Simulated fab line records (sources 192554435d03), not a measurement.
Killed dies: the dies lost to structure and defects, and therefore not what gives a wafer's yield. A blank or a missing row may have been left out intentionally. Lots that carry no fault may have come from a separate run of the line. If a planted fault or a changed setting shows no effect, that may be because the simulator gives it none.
What tool caused it? / flow n5-finfet / 9 lots with 27 wafers sampled at 6 steps, on a route of 1938 steps

== WHAT THE GAUGES SHOWED, per wafer ==
N5_FIN_SAQP_INSPECT_40: inspects for defects (brightfield).
lot=L811; measured=day 2 08:09; on=defect-inspect-01; raw-defect-count=359 383 303
lot=L812; measured=day 2 14:13; on=defect-inspect-01; raw-defect-count=219 241 153
lot=L818; measured=day 4 02:33; on=defect-inspect-01; raw-defect-count=205 223 261
lot=L820; measured=day 4 15:18; on=defect-inspect-01; raw-defect-count=317 1380 1372
lot=L821; measured=day 4 20:18; on=defect-inspect-01; raw-defect-count=288 1459 337
lot=L827; measured=day 6 08:01; on=defect-inspect-01; raw-defect-count=150 216 136
lot=L828; measured=day 6 13:47; on=defect-inspect-02; raw-defect-count=183 151 203
lot=L829; measured=day 6 20:58; on=defect-inspect-01; raw-defect-count=221 175 173
lot=L831; measured=day 7 08:10; on=defect-inspect-01; raw-defect-count=217 223 320

N5_FIN_CUT_INSPECT_10: inspects for defects (brightfield).
lot=L811; measured=day 2 08:32; on=defect-inspect-02; raw-defect-count=50 46 58
lot=L812; measured=day 2 14:37; on=defect-inspect-01; raw-defect-count=51 33 30
lot=L818; measured=day 4 02:57; on=defect-inspect-02; raw-defect-count=42 44 42
lot=L820; measured=day 4 15:50; on=defect-inspect-02; raw-defect-count=39 1258 1184
lot=L821; measured=day 4 20:41; on=defect-inspect-02; raw-defect-count=56 1266 56
lot=L827; measured=day 6 08:31; on=defect-inspect-01; raw-defect-count=40 49 32
lot=L828; measured=day 6 14:10; on=defect-inspect-01; raw-defect-count=41 20 32
lot=L829; measured=day 6 21:30; on=defect-inspect-02; raw-defect-count=41 35 29
lot=L831; measured=day 7 08:34; on=defect-inspect-01; raw-defect-count=38 52 50

== TOOL THAT RAN EACH LOT (tool first, then ch and the chambers of the sampled wafers, then the start) ==
lot=L811; N5_FIN_SAQP_SPACER1_ALD_24=ald-sin-02 ch 0,1,2, day 2 04:55; N5_FIN_SAQP_ETCH_69=rie-diel-02 ch 0,1,2, day 2 06:34; N5_FIN_SAQP_STRIP_70=rie-diel-02 ch 0,1,2, day 2 06:40; N5_FIN_SAQP_STRIP_77=rie-diel-02 ch 1,2,3, day 2 07:43
lot=L812; N5_FIN_SAQP_SPACER1_ALD_24=ald-sin-02 ch 1,2,3, day 2 11:04; N5_FIN_SAQP_ETCH_69=rie-diel-02 ch 0,1,2, day 2 12:48; N5_FIN_SAQP_STRIP_70=rie-diel-02 ch 0,1,2, day 2 12:54; N5_FIN_SAQP_STRIP_77=rie-diel-03 ch 0,1,2, day 2 13:47
lot=L818; N5_FIN_SAQP_SPACER1_ALD_24=ald-sin-02 ch 0,2, day 3 23:23; N5_FIN_SAQP_ETCH_69=rie-diel-03 ch 0,2,3, day 4 01:01; N5_FIN_SAQP_STRIP_70=rie-diel-03 ch 0,2,3, day 4 01:07; N5_FIN_SAQP_STRIP_77=rie-diel-02 ch 0,1,3, day 4 02:04
lot=L820; N5_FIN_SAQP_SPACER1_ALD_24=ald-sin-02 ch 1,3, day 4 11:52; N5_FIN_SAQP_ETCH_69=rie-diel-06 ch 1,3, day 4 13:38; N5_FIN_SAQP_STRIP_70=rie-diel-06 ch 1,3, day 4 13:44; N5_FIN_SAQP_STRIP_77=rie-diel-06 ch 1,2, day 4 14:52
lot=L821; N5_FIN_SAQP_SPACER1_ALD_24=ald-sin-02 ch 0,1,3, day 4 17:13; N5_FIN_SAQP_ETCH_69=rie-diel-06 ch 0,1,3, day 4 18:53; N5_FIN_SAQP_STRIP_70=rie-diel-06 ch 0,1,3, day 4 18:59; N5_FIN_SAQP_STRIP_77=rie-diel-06 ch 0,1,3, day 4 19:51
lot=L827; N5_FIN_SAQP_SPACER1_ALD_24=ald-sin-04 ch 1,2, day 6 04:57; N5_FIN_SAQP_ETCH_69=rie-diel-02 ch 0,1, day 6 06:36; N5_FIN_SAQP_STRIP_70=rie-diel-02 ch 0,1, day 6 06:42; N5_FIN_SAQP_STRIP_77=rie-diel-02 ch 0,2, day 6 07:34
lot=L828; N5_FIN_SAQP_SPACER1_ALD_24=ald-sin-04 ch 1,3, day 6 10:37; N5_FIN_SAQP_ETCH_69=rie-diel-03 ch 1,2, day 6 12:17; N5_FIN_SAQP_STRIP_70=rie-diel-03 ch 1,2, day 6 12:23; N5_FIN_SAQP_STRIP_77=rie-diel-03 ch 0,1,2, day 6 13:20
lot=L829; N5_FIN_SAQP_SPACER1_ALD_24=ald-sin-01 ch 1,3, day 6 17:45; N5_FIN_SAQP_ETCH_69=rie-diel-06 ch 0,1, day 6 19:23; N5_FIN_SAQP_STRIP_70=rie-diel-06 ch 0,1, day 6 19:29; N5_FIN_SAQP_STRIP_77=rie-diel-06 ch 0,2, day 6 20:31
lot=L831; N5_FIN_SAQP_SPACER1_ALD_24=ald-sin-01 ch 2,3, day 7 04:50; N5_FIN_SAQP_ETCH_69=rie-diel-06 ch 1,3, day 7 06:46; N5_FIN_SAQP_STRIP_70=rie-diel-06 ch 1,3, day 7 06:52; N5_FIN_SAQP_STRIP_77=rie-diel-03 ch 0,3, day 7 07:44
- N5_FIN_SAQP_SPACER1_ALD_24: deposits SiO2, target thk 20.3 nm, pulse time 1 s, purge time 2 s.
- N5_FIN_SAQP_ETCH_69: etches SOC in N2/H2, stops on SiNx, target depth 150 nm.
- N5_FIN_SAQP_STRIP_70: strips in N2/H2.
- N5_FIN_SAQP_STRIP_77: strips in N2/H2, time 90 s.

== WHAT THE TOOLS THEMSELVES READ (means of the sampled wafers that have a number; where no wafer has one, the mark that the record gives instead) ==
N5_FIN_SAQP_SPACER1_ALD_24.
lot=L811; tool=ald-sin-02; heater-power-w (W)=500; precursor-pulse-height-rel=1.018
lot=L812; tool=ald-sin-02; heater-power-w (W)=470; precursor-pulse-height-rel=0.983
lot=L818; tool=ald-sin-02; heater-power-w (W)=536; precursor-pulse-height-rel=0.993
lot=L820; tool=ald-sin-02; heater-power-w (W)=481; precursor-pulse-height-rel=0.989
lot=L821; tool=ald-sin-02; heater-power-w (W)=504; precursor-pulse-height-rel=1.000
lot=L827; tool=ald-sin-04; heater-power-w (W)=519; precursor-pulse-height-rel=0.994
lot=L828; tool=ald-sin-04; heater-power-w (W)=486; precursor-pulse-height-rel=1.009
lot=L829; tool=ald-sin-01; heater-power-w (W)=497; precursor-pulse-height-rel=0.994
lot=L831; tool=ald-sin-01; heater-power-w (W)=452; precursor-pulse-height-rel=0.994

N5_FIN_SAQP_ETCH_69.
lot=L811; tool=rie-diel-02; chamber-pressure-mTorr (mTorr)=30.004; drypump-motor-current-A (A)=5.6; oes-product-au (a.u.)=0.74; rf-vpp-V (V)=240.4; showerhead-plenum-p-Torr (Torr)=2.57; throttle-valve-pct (%)=17.79
lot=L812; tool=rie-diel-02; chamber-pressure-mTorr (mTorr)=30.006; drypump-motor-current-A (A)=5.6; oes-product-au (a.u.)=0.74; rf-vpp-V (V)=241.5; showerhead-plenum-p-Torr (Torr)=2.57; throttle-valve-pct (%)=17.79
lot=L818; tool=rie-diel-03; chamber-pressure-mTorr (mTorr)=30.000; drypump-motor-current-A (A)=5.8; oes-product-au (a.u.)=0.82; rf-vpp-V (V)=241.7; showerhead-plenum-p-Torr (Torr)=2.57; throttle-valve-pct (%)=17.81
lot=L820; tool=rie-diel-06; chamber-pressure-mTorr (mTorr)=29.975; drypump-motor-current-A (A)=5.3; oes-product-au (a.u.)=0.75; rf-vpp-V (V)=239.8; showerhead-plenum-p-Torr (Torr)=2.47; throttle-valve-pct (%)=17.76
lot=L821; tool=rie-diel-06; chamber-pressure-mTorr (mTorr)=30.022; drypump-motor-current-A (A)=5.5; oes-product-au (a.u.)=0.75; rf-vpp-V (V)=240.9; showerhead-plenum-p-Torr (Torr)=2.55; throttle-valve-pct (%)=17.88
lot=L827; tool=rie-diel-02; chamber-pressure-mTorr (mTorr)=30.003; drypump-motor-current-A (A)=5.8; oes-product-au (a.u.)=0.72; rf-vpp-V (V)=240.9; showerhead-plenum-p-Torr (Torr)=2.59; throttle-valve-pct (%)=17.95
lot=L828; tool=rie-diel-03; chamber-pressure-mTorr (mTorr)=30.023; drypump-motor-current-A (A)=5.6; oes-product-au (a.u.)=0.71; rf-vpp-V (V)=241.4; showerhead-plenum-p-Torr (Torr)=2.60; throttle-valve-pct (%)=17.83
lot=L829; tool=rie-diel-06; chamber-pressure-mTorr (mTorr)=30.015; drypump-motor-current-A (A)=5.5; oes-product-au (a.u.)=0.74; rf-vpp-V (V)=241.2; showerhead-plenum-p-Torr (Torr)=2.57; throttle-valve-pct (%)=18.10
lot=L831; tool=rie-diel-06; chamber-pressure-mTorr (mTorr)=30.031; drypump-motor-current-A (A)=5.3; oes-product-au (a.u.)=0.73; rf-vpp-V (V)=240.0; showerhead-plenum-p-Torr (Torr)=2.50; throttle-valve-pct (%)=17.97

N5_FIN_SAQP_STRIP_70.
lot=L811; tool=rie-diel-02; chamber-pressure-mTorr (mTorr)=50.04; drypump-motor-current-A (A)=5.6; oes-product-au (a.u.)=0.75; rf-vpp-V (V)=121.2; showerhead-plenum-p-Torr (Torr)=3.39; temp-c (C)=39.95; throttle-valve-pct (%)=18.91
lot=L812; tool=rie-diel-02; chamber-pressure-mTorr (mTorr)=50.02; drypump-motor-current-A (A)=5.6; oes-product-au (a.u.)=0.74; rf-vpp-V (V)=121.7; showerhead-plenum-p-Torr (Torr)=3.39; temp-c (C)=39.92; throttle-valve-pct (%)=18.91
lot=L818; tool=rie-diel-03; chamber-pressure-mTorr (mTorr)=49.98; drypump-motor-current-A (A)=5.9; oes-product-au (a.u.)=0.83; rf-vpp-V (V)=122.4; showerhead-plenum-p-Torr (Torr)=3.39; temp-c (C)=39.93; throttle-valve-pct (%)=19.26
lot=L820; tool=rie-diel-06; chamber-pressure-mTorr (mTorr)=50.03; drypump-motor-current-A (A)=5.3; oes-product-au (a.u.)=0.76; rf-vpp-V (V)=120.5; showerhead-plenum-p-Torr (Torr)=3.27; temp-c (C)=40.08; throttle-valve-pct (%)=18.88
lot=L821; tool=rie-diel-06; chamber-pressure-mTorr (mTorr)=50.01; drypump-motor-current-A (A)=5.5; oes-product-au (a.u.)=0.76; rf-vpp-V (V)=120.9; showerhead-plenum-p-Torr (Torr)=3.37; temp-c (C)=40.03; throttle-valve-pct (%)=19.00
lot=L827; tool=rie-diel-02; chamber-pressure-mTorr (mTorr)=50.00; drypump-motor-current-A (A)=5.8; oes-product-au (a.u.)=0.72; rf-vpp-V (V)=121.5; showerhead-plenum-p-Torr (Torr)=3.42; temp-c (C)=40.05; throttle-valve-pct (%)=19.19
lot=L828; tool=rie-diel-03; chamber-pressure-mTorr (mTorr)=50.01; drypump-motor-current-A (A)=5.6; oes-product-au (a.u.)=0.72; rf-vpp-V (V)=122.4; showerhead-plenum-p-Torr (Torr)=3.43; temp-c (C)=40.09; throttle-valve-pct (%)=19.10
lot=L829; tool=rie-diel-06; chamber-pressure-mTorr (mTorr)=49.97; drypump-motor-current-A (A)=5.6; oes-product-au (a.u.)=0.74; rf-vpp-V (V)=122.1; showerhead-plenum-p-Torr (Torr)=3.40; temp-c (C)=40.12; throttle-valve-pct (%)=19.21
lot=L831; tool=rie-diel-06; chamber-pressure-mTorr (mTorr)=50.02; drypump-motor-current-A (A)=5.3; oes-product-au (a.u.)=0.74; rf-vpp-V (V)=121.6; showerhead-plenum-p-Torr (Torr)=3.30; temp-c (C)=40.06; throttle-valve-pct (%)=19.11

N5_FIN_SAQP_STRIP_77.
lot=L811; tool=rie-diel-02; chamber-pressure-mTorr (mTorr)=100.04; drypump-motor-current-A (A)=5.6; oes-product-au (a.u.)=0.77; rf-vpp-V (V)=45.9; showerhead-plenum-p-Torr (Torr)=3.41; temp-c (C)=40.03; throttle-valve-pct (%)=12.40
lot=L812; tool=rie-diel-03; chamber-pressure-mTorr (mTorr)=100.02; drypump-motor-current-A (A)=5.6; oes-product-au (a.u.)=0.77; rf-vpp-V (V)=45.1; showerhead-plenum-p-Torr (Torr)=3.39; temp-c (C)=40.01; throttle-valve-pct (%)=12.23
lot=L818; tool=rie-diel-02; chamber-pressure-mTorr (mTorr)=99.98; drypump-motor-current-A (A)=5.7; oes-product-au (a.u.)=0.74; rf-vpp-V (V)=44.4; showerhead-plenum-p-Torr (Torr)=3.40; temp-c (C)=39.94; throttle-valve-pct (%)=12.41
lot=L820; tool=rie-diel-06; chamber-pressure-mTorr (mTorr)=100.00; drypump-motor-current-A (A)=6.0; oes-product-au (a.u.)=0.74; rf-vpp-V (V)=44.8; showerhead-plenum-p-Torr (Torr)=3.27; temp-c (C)=40.02; throttle-valve-pct (%)=12.47
lot=L821; tool=rie-diel-06; chamber-pressure-mTorr (mTorr)=100.00; drypump-motor-current-A (A)=5.5; oes-product-au (a.u.)=0.75; rf-vpp-V (V)=45.1; showerhead-plenum-p-Torr (Torr)=3.38; temp-c (C)=39.96; throttle-valve-pct (%)=12.27
lot=L827; tool=rie-diel-02; chamber-pressure-mTorr (mTorr)=100.02; drypump-motor-current-A (A)=5.6; oes-product-au (a.u.)=0.71; rf-vpp-V (V)=44.5; showerhead-plenum-p-Torr (Torr)=3.35; temp-c (C)=39.99; throttle-valve-pct (%)=12.21
lot=L828; tool=rie-diel-03; chamber-pressure-mTorr (mTorr)=99.98; drypump-motor-current-A (A)=5.7; oes-product-au (a.u.)=0.74; rf-vpp-V (V)=45.9; showerhead-plenum-p-Torr (Torr)=3.37; temp-c (C)=39.99; throttle-valve-pct (%)=12.32
lot=L829; tool=rie-diel-06; chamber-pressure-mTorr (mTorr)=100.05; drypump-motor-current-A (A)=6.0; oes-product-au (a.u.)=0.73; rf-vpp-V (V)=45.3; showerhead-plenum-p-Torr (Torr)=3.41; temp-c (C)=39.93; throttle-valve-pct (%)=12.41
lot=L831; tool=rie-diel-03; chamber-pressure-mTorr (mTorr)=99.97; drypump-motor-current-A (A)=5.7; oes-product-au (a.u.)=0.81; rf-vpp-V (V)=45.4; showerhead-plenum-p-Torr (Torr)=3.37; temp-c (C)=40.03; throttle-valve-pct (%)=12.29

== THE ANSWER, worked out from the rows above alone ==
Rule: the lots themselves supply what counts as usual. Put in order of their means at a reading, lots are off if they are a third of the lots or fewer, leave a main group of 4 or more, and stand apart from it by a gap of 3 or more times the standard deviation of the main group's means; of several such gaps the widest counts. A main group whose means are all the same, to the digits that the tables above print for the reading, isn't used. A lot without any number at a reading at which 4 lots or more have one is off too. The other lots that the step has rows for count as sound. First the gauges in route order, then the tools' own readings, where a lot's mean is used as printed above. The first step at which some lot is off is used, and at that step the reading that is off furthest; a lot without a number counts as furthest.
Off, at N5_FIN_SAQP_INSPECT_40 on raw-defect-count: L820, L821. Mean 225 and standard deviation 58 in the main group.
If a tool, at a process step before that reading, ran all the lots that are off and no sound lot after the first of them, it fits. Not tried: the gauges at N5_FIN_SAQP_INSPECT_40; whatever is off there is also off at N5_FIN_CUT_INSPECT_10, on other tools, and gauge error can't account for it. One fits: ald-sin-02 at N5_FIN_SAQP_SPACER1_ALD_24. A fault onset in the window from L818 (day 3 23:23, its last sound lot) to L820 (day 4 11:52, its first lot off) fits.

== WHAT HAD BEEN PUT IN BY THE SIMULATOR ==
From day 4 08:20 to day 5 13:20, ald-sin-02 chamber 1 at N5_FIN_SAQP_SPACER1_ALD_24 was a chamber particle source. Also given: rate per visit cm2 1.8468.
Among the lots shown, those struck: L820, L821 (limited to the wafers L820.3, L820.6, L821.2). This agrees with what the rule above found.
